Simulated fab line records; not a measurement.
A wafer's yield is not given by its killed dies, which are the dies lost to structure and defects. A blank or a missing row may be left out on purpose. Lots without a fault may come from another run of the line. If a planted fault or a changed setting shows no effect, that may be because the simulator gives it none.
fab line records	flow nand_harc
record lots=24	wafers=72	last_day=24
route steps=1159 shown P_CONTACT@238 P_M0@264 P_M1@295 P_M2@329
lots that met no fault: from a run of the same line without faults
start_h: hours from the record's opening day to when the first of the lot's shown wafers began	wait_h: how many hours have passed since the lot's step before this one	" the same as in the row above	L1.1+2: a single row standing in for several wafers	- either no value or no given start	* or withheld: withheld	< > ~ a bound
route shown NAME@n: names a module that has steps shown in the file, with the first one's number in the route	usual: the fault-free wafers' mean and standard deviation	same: alike in all rows	chamber/n: place in a boat	sites: the reading at each site	_std_site: their standard deviation	_edge_site: mean of outer sites minus mean of inner sites	radius_mm: how far each site lies from the wafer's centre	mask NAME#n: copy n	behind: the last tool/chamber to shape the wafer	hold: cause of the lot's hold/its duration in hours/its outcome	device: which transistor (n, p or np) failed to switch	end of line: tests of these same wafers at the route's end	for a step that has no rows: nothing shown but its recipe	killed: dies lost to structure and defects at the first sort, not the wafer's yield	map: a wafer's dies, x killed, . not, _ none there
set.NAME: the setting as run; set.NAME@STEP: as run at that earlier step	model.NAME: the simulator's own value behind a step, which no gauge read
steps of the route over a sample of lots; a table a step, a row a wafer
services: a tool's chamber out of use, with start hour (start_h, from the record's first day; less than 0 if before it), hours out, and reason
## steps
# step NHARC_P_CONTACT_ETCH_18
# recipe target_depth_a=4810	time_s=240.5	c4f8_flow_sccm=20	o2_flow_sccm=10	ar_flow_sccm=withheld	rf_w=600	bias_w=1500	chemistry=C4F8/O2/Ar
# usual oes_product_au=0.964/0.013	rf_vpp_V=980/4.7
# same time_s=240.5
lot.wafer	tool	chamber	start_h	wait_h	oes_product_au	rf_hours_counter_h	rf_vpp_V
L074.2	rie_diel-03	1	-	-	0.947	6	977
L074.3	"	2	"	"	0.964	5	972
L074.6	"	1	"	"	0.946	-	977
L076.2	rie_diel-10	0	-	-	0.972	40	977
L076.6	"	1	"	"	0.958	-	971
L076.5	"	2	"	"	0.967	-	973
L075.3	rie_diel-03	3	-	-	0.973	8	975
L075.4	"	1	"	"	0.956	7	976
L075.5	"	2	"	"	0.982	-	973
L078.3	rie_diel-04	2	-	-	0.976	2	979
L078.4	"	1	"	"	0.974	2	988
L078.5	"	2	"	"	0.977	-	979
L077.3	rie_diel-04	3	-	-	0.979	2	980
L077.5	"	0	"	"	0.954	-	986
L077.6	"	1	"	"	0.959	-	987
L080.1	rie_diel-04	1	-	-	0.966	2	987
L080.6	"	3	"	"	0.981	-	981
L080.5	"	0	"	"	0.972	-	985
L079.2	rie_diel-03	0	-	-	0.961	9	983
L079.3	"	2	"	"	0.988	8	974
L079.6	"	0	"	"	0.959	-	983
L081.2	rie_diel-04	2	-	-	0.978	3	979
L081.1	"	3	"	"	0.980	4	979
L081.6	"	2	"	"	0.977	-	978
L083.2	rie_diel-04	1	-	-	0.962	4	987
L083.3	"	3	"	"	0.981	5	979
L083.4	"	0	"	"	0.986	4	987
L082.2	rie_diel-04	2	-	-	0.971	5	977
L082.6	"	0	"	"	0.961	-	987
L082.4	"	2	"	"	0.968	-	981
L084.1	rie_diel-04	0	-	-	0.968	6	987
L084.6	"	3	"	"	0.961	-	978
L084.5	"	0	"	"	0.968	-	986
L087.2	rie_diel-03	0	-	-	0.987	12	985
L087.3	"	1	"	"	0.975	12	977
L087.5	"	2	"	"	0.976	-	975
L085.1	rie_diel-03	1	-	-	0.945	12	976
L085.5	"	1	"	"	0.958	-	977
L085.6	"	2	"	"	0.963	-	974
L086.3	rie_diel-03	3	-	-	0.963	13	977
L086.2	"	2	"	"	0.986	12	974
L086.5	"	3	"	"	0.957	-	976
L089.3	rie_diel-04	2	-	-	0.956	9	977
L089.2	"	0	"	"	0.959	8	986
L089.5	"	3	"	"	0.969	-	981
L088.2	rie_diel-03	0	-	-	0.953	14	984
L088.4	"	2	"	"	0.955	13	974
L088.5	"	1	"	"	0.944	-	976
L091.1	rie_diel-04	2	-	-	0.989	9	980
L091.6	"	0	"	"	0.970	-	986
L091.5	"	1	"	"	0.976	-	986
L090.3	rie_diel-04	1	-	-	0.976	9	989
L090.1	"	3	"	"	0.965	10	978
L090.5	"	0	"	"	0.966	-	987
L093.3	rie_diel-04	3	-	-	0.936	11	979
L093.2	"	2	"	"	0.922	11	978
L093.6	"	0	"	"	0.922	-	987
L092.1	rie_diel-04	2	-	-	0.956	11	978
L092.4	"	0	"	"	0.951	11	986
L092.6	"	3	"	"	0.958	-	980
L094.3	rie_diel-03	2	-	-	0.963	1	974
L094.1	"	1	"	"	0.957	1	977
L094.5	"	3	"	"	0.978	-	978
L095.3	rie_diel-03	0	-	-	0.958	2	983
L095.6	"	3	"	"	0.972	-	977
L095.5	"	0	"	"	0.965	-	982
L096.1	rie_diel-04	2	-	-	0.973	12	978
L096.2	"	0	"	"	0.960	13	986
L096.3	"	1	"	"	0.975	12	985
L097.2	rie_diel-03	3	-	-	0.965	4	977
L097.3	"	2	"	"	0.955	4	974
L097.5	"	0	"	"	0.974	-	983
# step NHARC_P_CONTACT_CMP_24
# recipe t_overpolish_s=30	target_thk_nm=200
# usual motor_current_A=12.9/1.5	overpolish_run_s=30.000/0.0089	time_to_endpoint_s=39.5/2.3
lot.wafer	tool	chamber	start_h	wait_h	motor_current_A	overpolish_run_s	time_to_endpoint_s
L074.3	cmp-03	2	117.74	0.4	10.6	29.994	38.2
L074.2	"	0	"	"	14.4	29.991	38.9
L074.6	"	2	"	"	10.7	29.990	39.5
L076.2	cmp-04	0	130.00	0.6	14.5	30.012	38.4
L076.5	"	2	"	"	11.3	29.997	38.9
L076.6	"	3	"	"	11.8	29.995	37.4
L075.3	cmp-04	0	130.13	0.3	15.3	30.006	39.1
L075.4	"	1	"	"	14.5	30.006	38.3
L075.5	"	0	"	"	14.5	30.008	41.2
L078.3	cmp-03	0	138.06	0.4	15.1	30.013	41.8
L078.4	"	3	"	"	13.4	30.008	42.7
L078.5	"	0	"	"	15.0	29.993	41.6
L077.3	cmp-03	0	143.01	0.3	14.8	29.996	38.5
L077.5	"	2	"	"	10.4	29.998	38.9
L077.6	"	3	"	"	13.5	29.988	41.9
L080.1	cmp-03	2	143.96	0.5	10.5	29.995	36.8
L080.6	"	3	"	"	14.4	30.005	41.4
L080.5	"	0	"	"	15.1	29.997	37.8
L079.3	cmp-04	3	144.78	0.3	11.8	30.004	39.3
L079.2	"	0	"	"	15.4	29.994	40.1
L079.6	"	0	"	"	15.1	29.993	37.4
L081.2	cmp-02	3	155.04	0.5	13.2	30.013	35.5
L081.1	"	2	"	"	11.5	30.003	37.3
L081.6	"	0	"	"	11.6	29.999	37.5
L083.4	cmp-03	2	165.28	0.3	10.5	30.018	37.9
L083.2	"	3	"	"	12.8	29.991	45.6
L083.3	"	1	"	"	14.4	29.999	39.8
L082.4	cmp-04	1	170.30	0.3	15.2	29.998	40.6
L082.2	"	2	"	"	11.4	29.997	41.2
L082.6	"	1	"	"	13.7	29.994	38.6
L084.1	cmp-03	0	178.73	0.5	14.9	30.020	39.6
L084.6	"	3	"	"	13.4	30.000	41.6
L084.5	"	0	"	"	15.2	29.993	39.0
L087.2	cmp-03	1	191.15	0.5	13.3	30.007	38.7
L087.3	"	2	"	"	10.2	29.994	37.9
L087.5	"	0	"	"	15.0	29.997	37.9
L085.1	cmp-03	3	191.72	0.5	13.8	30.003	42.4
L085.6	"	0	"	"	13.5	29.990	37.7
L085.5	"	1	"	"	13.2	29.991	40.2
L086.2	cmp-04	1	192.50	0.5	14.9	30.009	38.3
L086.3	"	2	"	"	11.4	30.006	38.8
L086.5	"	3	"	"	11.9	30.001	38.4
L089.2	cmp-04	2	208.19	0.6	11.1	29.986	42.7
L089.3	"	3	"	"	12.2	29.994	41.1
L089.5	"	3	"	"	11.7	30.000	45.0
L088.4	cmp-02	3	208.73	0.3	13.1	29.996	35.8
L088.2	"	0	"	"	11.7	30.004	39.7
L088.5	"	3	"	"	12.7	30.000	38.3
L091.1	cmp-03	2	214.75	0.5	10.3	30.015	38.6
L091.6	"	0	"	"	13.8	30.008	40.8
L091.5	"	1	"	"	14.1	29.992	39.9
L090.1	cmp-04	1	215.64	0.5	14.2	30.006	40.9
L090.3	"	2	"	"	11.4	29.998	41.5
L090.5	"	1	"	"	14.9	29.992	41.7
L093.3	cmp-04	2	221.85	0.3	11.1	30.017	38.2
L093.2	"	0	"	"	15.8	29.996	37.9
L093.6	"	2	"	"	10.9	29.989	38.2
L092.4	cmp-02	3	222.38	0.4	13.2	30.004	47.2
L092.1	"	2	"	"	11.5	30.005	44.6
L092.6	"	3	"	"	13.2	30.002	43.9
L094.1	cmp-02	0	233.65	0.5	11.5	29.997	39.2
L094.3	"	1	"	"	12.7	30.008	39.2
L094.5	"	3	"	"	12.8	30.003	37.0
L095.3	cmp-03	3	239.64	0.4	14.0	30.015	40.4
L095.6	"	3	"	"	13.6	29.996	41.1
L095.5	"	0	"	"	15.4	30.008	37.5
L096.2	cmp-02	2	240.12	0.6	11.6	30.004	37.6
L096.1	"	3	"	"	13.4	29.991	36.3
L096.3	"	0	"	"	12.2	29.996	39.4
L097.2	cmp-02	2	256.87	0.6	10.7	29.986	37.9
L097.3	"	3	"	"	12.6	30.000	34.8
L097.5	"	2	"	"	11.0	30.000	39.4
# step NHARC_P_M0_OVL_MEAS_10
# recipe pitch_nm=180
# usual overlay_x_nm=-0.1/0.79	overlay_y_nm=0.0/0.7
lot.wafer	tool	chamber	start_h	wait_h	overlay_x_nm	overlay_y_nm
L074.2	overlay-02	-	119.01	-	-1.3	0.2
L074.3	"	-	"	"	-0.9	0.1
L074.6	"	-	"	"	-0.9	0.2
L076.2	overlay-02	-	131.34	-	1.1	-0.3
L076.5	"	-	"	"	0.8	-0.7
L076.6	"	-	"	"	0.9	0.0
L075.3	overlay-01	-	131.59	-	-0.8	-0.2
L075.4	"	-	"	"	-1.3	-0.5
L075.5	"	-	"	"	-0.4	0.1
L078.3	overlay-01	-	139.54	-	0.8	-0.3
L078.4	"	-	"	"	1.3	0.0
L078.5	"	-	"	"	1.2	0.1
L077.3	overlay-02	-	144.35	-	0.4	-0.9
L077.5	"	-	"	"	0.6	-1.4
L077.6	"	-	"	"	-0.6	-1.1
L080.1	overlay-01	-	145.30	-	-1.1	-0.1
L080.5	"	-	"	"	-1.4	0.3
L080.6	"	-	"	"	-1.3	0.8
L079.2	overlay-01	-	146.17	-	-0.5	-0.1
L079.3	"	-	"	"	-0.8	-0.1
L079.6	"	-	"	"	-0.3	-0.4
L081.1	overlay-01	-	156.46	-	-0.8	0.5
L081.2	"	-	"	"	-0.6	0.5
L081.6	"	-	"	"	-0.4	0.5
L083.2	overlay-02	-	166.69	-	-1.1	0.5
L083.3	"	-	"	"	-2.0	0.7
L083.4	"	-	"	"	-1.2	0.5
L082.2	overlay-01	-	171.69	-	0.8	-0.2
L082.4	"	-	"	"	0.3	0.4
L082.6	"	-	"	"	0.5	0.3
L084.1	overlay-02	-	180.63	-	0.6	-0.6
L084.5	"	-	"	"	0.7	-1.0
L084.6	"	-	"	"	0.7	-0.7
L087.2	overlay-02	-	192.49	-	-0.1	0.3
L087.3	"	-	"	"	-0.4	0.3
L087.5	"	-	"	"	-0.8	0.6
L085.1	overlay-02	-	193.04	-	-0.9	-2.0
L085.5	"	-	"	"	-0.4	-1.5
L085.6	"	-	"	"	0.0	-1.6
L086.2	overlay-02	-	193.84	-	0.1	0.3
L086.3	"	-	"	"	0.4	0.8
L086.5	"	-	"	"	0.2	0.4
L089.2	overlay-02	-	209.60	-	0.2	0.5
L089.3	"	-	"	"	-0.1	0.5
L089.5	"	-	"	"	-0.1	1.0
L088.2	overlay-01	-	210.12	-	-1.0	0.9
L088.4	"	-	"	"	-0.6	0.5
L088.5	"	-	"	"	-0.9	0.5
L091.1	overlay-01	-	216.09	-	-0.1	0.2
L091.5	"	-	"	"	0.0	0.1
L091.6	"	-	"	"	0.3	-0.6
L090.1	overlay-01	-	217.02	-	-1.3	0.4
L090.3	"	-	"	"	-1.6	0.5
L090.5	"	-	"	"	-1.2	1.2
L093.2	overlay-02	-	223.13	-	-0.8	1.5
L093.3	"	-	"	"	-0.9	1.2
L093.6	"	-	"	"	-0.3	1.0
L092.1	overlay-01	-	223.79	-	0.6	0.7
L092.4	"	-	"	"	0.6	0.2
L092.6	"	-	"	"	0.3	0.5
L094.1	overlay-01	-	234.99	-	0.9	0.7
L094.3	"	-	"	"	0.1	1.2
L094.5	"	-	"	"	0.4	1.3
L095.3	overlay-01	-	240.90	-	-0.1	-0.4
L095.5	"	-	"	"	0.7	-0.9
L095.6	"	-	"	"	0.4	-0.5
L096.1	overlay-02	-	241.51	-	0.2	-1.1
L096.2	"	-	"	"	0.8	-1.3
L096.3	"	-	"	"	-0.2	-0.6
L097.2	overlay-02	-	258.27	-	0.9	-0.6
L097.3	"	-	"	"	0.6	-0.2
L097.5	"	-	"	"	1.2	-0.1
# step NHARC_P_M1_CD_MEAS_09
# recipe target_cd_nm=130	landing_energy_ev=500
# usual cd_nm=130.0/0.52
lot.wafer	tool	chamber	start_h	wait_h	cd_nm
L074.2	cd_sem-03	0	122.96	-	130.1
L074.3	"	0	"	"	129.9
L074.6	"	0	"	"	129.9
L076.2	cd_sem-02	0	135.37	-	129.2
L076.5	"	0	"	"	129.7
L076.6	"	0	"	"	129.6
L075.3	cd_sem-02	0	135.74	-	129.5
L075.4	"	0	"	"	129.4
L075.5	"	0	"	"	130.1
L078.3	cd_sem-03	0	143.78	-	130.1
L078.4	"	0	"	"	130.6
L078.5	"	0	"	"	130.2
L077.3	cd_sem-03	0	148.39	-	130.6
L077.5	"	0	"	"	130.3
L077.6	"	0	"	"	129.8
L080.1	cd_sem-03	0	149.39	-	129.9
L080.5	"	0	"	"	129.6
L080.6	"	0	"	"	129.1
L079.2	cd_sem-03	0	150.13	-	129.7
L079.3	"	0	"	"	129.7
L079.6	"	0	"	"	129.7
L081.1	cd_sem-02	0	160.45	-	131.1
L081.2	"	0	"	"	129.6
L081.6	"	0	"	"	130.6
L083.2	cd_sem-02	0	170.67	-	130.8
L083.3	"	0	"	"	130.3
L083.4	"	0	"	"	130.4
L082.2	cd_sem-01	0	175.80	-	130.9
L082.4	"	0	"	"	130.3
L082.6	"	0	"	"	130.4
L084.1	cd_sem-01	0	184.71	-	130.1
L084.5	"	0	"	"	130.0
L084.6	"	0	"	"	130.1
L087.2	cd_sem-03	0	198.23	-	129.1
L087.3	"	0	"	"	129.9
L087.5	"	0	"	"	129.3
L085.1	cd_sem-01	0	198.38	-	130.4
L085.5	"	0	"	"	130.5
L085.6	"	0	"	"	129.9
L086.2	cd_sem-02	0	198.78	-	128.9
L086.3	"	0	"	"	129.2
L086.5	"	0	"	"	129.4
L089.2	cd_sem-01	0	213.90	-	129.4
L089.3	"	0	"	"	130.0
L089.5	"	0	"	"	129.9
L088.2	cd_sem-01	0	214.50	-	130.6
L088.4	"	0	"	"	129.9
L088.5	"	0	"	"	130.5
L091.1	cd_sem-01	0	220.05	-	129.6
L091.5	"	0	"	"	130.4
L091.6	"	0	"	"	129.9
L090.1	cd_sem-03	0	220.88	-	129.3
L090.3	"	0	"	"	130.3
L090.5	"	0	"	"	130.2
L093.2	cd_sem-01	0	227.11	-	129.5
L093.3	"	0	"	"	129.5
L093.6	"	0	"	"	129.8
L092.1	cd_sem-03	0	227.65	-	130.4
L092.4	"	0	"	"	131.2
L092.6	"	0	"	"	130.5
L094.1	cd_sem-02	0	239.14	-	129.1
L094.3	"	0	"	"	129.3
L094.5	"	0	"	"	129.8
L095.3	cd_sem-01	0	244.84	-	130.1
L095.5	"	0	"	"	130.2
L095.6	"	0	"	"	130.3
L096.1	cd_sem-03	0	245.84	-	129.6
L096.2	"	0	"	"	130.2
L096.3	"	0	"	"	129.3
L097.2	cd_sem-03	0	262.31	-	129.4
L097.3	"	0	"	"	129.9
L097.5	"	0	"	"	129.9
# step NHARC_P_M1_CD_MEAS_16
# usual cd_nm=129.9/0.62
lot.wafer	tool	chamber	start_h	wait_h	cd_nm
L074.2	cd_sem-03	-	123.46	-	129.8
L074.3	"	-	"	"	130.2
L074.6	"	-	"	"	129.9
L076.2	cd_sem-01	-	135.86	-	129.0
L076.5	"	-	"	"	129.5
L076.6	"	-	"	"	128.8
L075.3	cd_sem-03	-	136.23	-	129.3
L075.4	"	-	"	"	129.1
L075.5	"	-	"	"	129.2
L078.3	cd_sem-03	-	144.33	-	129.8
L078.4	"	-	"	"	129.5
L078.5	"	-	"	"	129.5
L077.3	cd_sem-02	-	148.88	-	130.1
L077.5	"	-	"	"	130.6
L077.6	"	-	"	"	130.1
L080.1	cd_sem-03	-	149.88	-	129.9
L080.5	"	-	"	"	130.3
L080.6	"	-	"	"	130.0
L079.2	cd_sem-01	-	150.62	-	129.7
L079.3	"	-	"	"	130.0
L079.6	"	-	"	"	129.1
L081.1	cd_sem-03	-	160.96	-	132.1
L081.2	"	-	"	"	129.9
L081.6	"	-	"	"	131.1
L083.2	cd_sem-01	-	171.20	-	130.3
L083.3	"	-	"	"	131.3
L083.4	"	-	"	"	130.2
L082.2	cd_sem-02	-	176.30	-	130.1
L082.4	"	-	"	"	130.7
L082.6	"	-	"	"	130.2
L084.1	cd_sem-01	-	185.24	-	129.6
L084.5	"	-	"	"	129.7
L084.6	"	-	"	"	130.4
L087.2	cd_sem-03	-	198.72	-	129.3
L087.3	"	-	"	"	129.4
L087.5	"	-	"	"	128.6
L085.1	cd_sem-03	-	198.87	-	130.1
L085.5	"	-	"	"	130.8
L085.6	"	-	"	"	129.7
L086.2	cd_sem-01	-	199.30	-	129.2
L086.3	"	-	"	"	129.3
L086.5	"	-	"	"	129.7
L089.2	cd_sem-02	-	214.44	-	129.7
L089.3	"	-	"	"	130.1
L089.5	"	-	"	"	130.6
L088.2	cd_sem-02	-	214.99	-	130.9
L088.4	"	-	"	"	129.9
L088.5	"	-	"	"	130.1
L091.1	cd_sem-02	-	220.54	-	130.7
L091.5	"	-	"	"	130.6
L091.6	"	-	"	"	129.3
L090.1	cd_sem-03	-	221.37	-	128.6
L090.3	"	-	"	"	130.3
L090.5	"	-	"	"	129.2
L093.2	cd_sem-01	-	227.60	-	129.7
L093.3	"	-	"	"	129.7
L093.6	"	-	"	"	129.9
L092.1	cd_sem-03	-	228.20	-	130.8
L092.4	"	-	"	"	130.8
L092.6	"	-	"	"	130.3
L094.1	cd_sem-01	-	239.63	-	129.3
L094.3	"	-	"	"	130.2
L094.5	"	-	"	"	129.9
L095.3	cd_sem-02	-	245.33	-	129.6
L095.5	"	-	"	"	129.8
L095.6	"	-	"	"	129.7
L096.1	cd_sem-01	-	246.33	-	130.0
L096.2	"	-	"	"	129.6
L096.3	"	-	"	"	128.8
L097.2	cd_sem-03	-	262.81	-	129.6
L097.3	"	-	"	"	130.3
L097.5	"	-	"	"	130.4
# step NHARC_P_M2_OVL_MEAS_10
# recipe pitch_nm=340
# usual overlay_x_nm=0.1/0.96	overlay_y_nm=0.1/0.78
lot.wafer	tool	chamber	start_h	wait_h	overlay_x_nm	overlay_y_nm
L074.2	overlay-01	-	127.60	-	0.9	0.1
L074.3	"	-	"	"	1.5	0.6
L074.6	"	-	"	"	1.4	0.4
L076.2	overlay-02	-	139.72	-	-0.2	0.3
L076.5	"	-	"	"	-0.2	0.2
L076.6	"	-	"	"	0.1	0.5
L075.3	overlay-02	-	140.08	-	0.4	0.2
L075.4	"	-	"	"	0.0	-0.1
L075.5	"	-	"	"	-0.4	-0.3
L078.3	overlay-02	-	148.08	-	-1.2	-0.5
L078.4	"	-	"	"	-0.9	-0.2
L078.5	"	-	"	"	-1.1	-0.9
L077.3	overlay-02	-	152.71	-	0.5	-1.7
L077.5	"	-	"	"	1.0	-1.4
L077.6	"	-	"	"	1.1	-1.4
L080.1	overlay-02	-	153.60	-	-0.1	0.4
L080.5	"	-	"	"	0.6	0.7
L080.6	"	-	"	"	0.4	0.6
L079.2	overlay-02	-	154.41	-	1.6	-0.8
L079.3	"	-	"	"	1.7	-0.7
L079.6	"	-	"	"	2.0	-0.7
L081.1	overlay-01	-	164.71	-	0.9	0.5
L081.2	"	-	"	"	0.5	0.5
L081.6	"	-	"	"	0.6	0.2
L083.2	overlay-02	-	174.97	-	0.6	1.1
L083.3	"	-	"	"	0.5	1.0
L083.4	"	-	"	"	0.7	1.3
L082.2	overlay-01	-	179.93	-	0.5	0.0
L082.4	"	-	"	"	1.3	0.4
L082.6	"	-	"	"	1.2	0.1
L084.1	overlay-01	-	189.29	-	-1.9	1.5
L084.5	"	-	"	"	-1.9	0.8
L084.6	"	-	"	"	-1.6	0.8
L087.2	overlay-02	-	202.60	-	0.0	-0.3
L087.3	"	-	"	"	0.2	0.1
L087.5	"	-	"	"	0.2	-0.1
L085.1	overlay-02	-	203.01	-	-0.3	-0.2
L085.5	"	-	"	"	-0.2	0.3
L085.6	"	-	"	"	-0.6	0.2
L086.2	overlay-01	-	203.70	-	0.8	0.6
L086.3	"	-	"	"	1.3	0.5
L086.5	"	-	"	"	0.8	1.1
L089.2	overlay-02	-	218.19	-	-0.4	0.9
L089.3	"	-	"	"	-0.7	0.8
L089.5	"	-	"	"	-1.2	1.1
L088.2	overlay-02	-	218.91	-	0.3	0.4
L088.4	"	-	"	"	-0.2	-0.2
L088.5	"	-	"	"	-0.3	0.0
L091.1	overlay-02	-	224.44	-	0.6	-0.6
L091.5	"	-	"	"	0.1	-1.0
L091.6	"	-	"	"	0.2	-0.5
L090.1	overlay-01	-	225.23	-	1.2	0.5
L090.3	"	-	"	"	1.2	0.7
L090.5	"	-	"	"	1.0	1.2
L093.2	overlay-02	-	231.43	-	-2.2	0.9
L093.3	"	-	"	"	-1.9	0.3
L093.6	"	-	"	"	-1.4	0.7
L092.1	overlay-02	-	232.01	-	-0.4	-0.3
L092.4	"	-	"	"	-0.3	0.0
L092.6	"	-	"	"	-0.1	0.4
L094.1	overlay-02	-	243.28	-	1.6	1.1
L094.3	"	-	"	"	1.2	1.5
L094.5	"	-	"	"	1.3	1.6
L095.3	overlay-02	-	249.12	-	-0.6	-0.4
L095.5	"	-	"	"	-0.8	-0.4
L095.6	"	-	"	"	-1.0	-0.2
L096.1	overlay-02	-	250.11	-	-1.6	-1.7
L096.2	"	-	"	"	-2.0	-1.3
L096.3	"	-	"	"	-1.7	-1.8
L097.2	overlay-02	-	266.58	-	0.5	0.6
L097.3	"	-	"	"	0.3	0.6
L097.5	"	-	"	"	0.1	0.6
## services
tool	chamber	start_h	hours	kind
cmp-04	-	95.31	0.3	repair
cmp-04	-	105.08	4.0	pm
rie_diel-04	-	111.90	9.0	pm
cmp-03	-	126.18	1.3	repair
cmp-02	-	128.97	4.0	pm
cmp-02	-	140.09	0.9	repair
rie_diel-10	1	145.28	9.9	repair
cmp-03	-	156.16	4.0	pm
cmp-03	-	163.31	1.1	repair
rie_diel-04	1	164.15	6.1	repair
cmp-04	-	165.70	1.1	repair
cmp-03	-	166.27	9.4	repair
cmp-02	-	167.25	5.0	repair
rie_diel-03	-	171.30	5.9	repair
rie_diel-10	-	177.21	9.0	pm
rie_diel-10	3	190.81	8.8	repair
cmp-04	-	203.08	4.0	pm
cmp-03	-	211.65	0.4	repair
rie_diel-03	-	215.52	9.0	pm
cmp-02	-	226.97	4.0	pm
cmp-02	-	245.13	10.1	repair
cmp-03	-	248.51	3.3	repair
rie_diel-03	-	252.49	0.2	repair
cmp-03	-	254.16	4.0	pm
## key
fault none
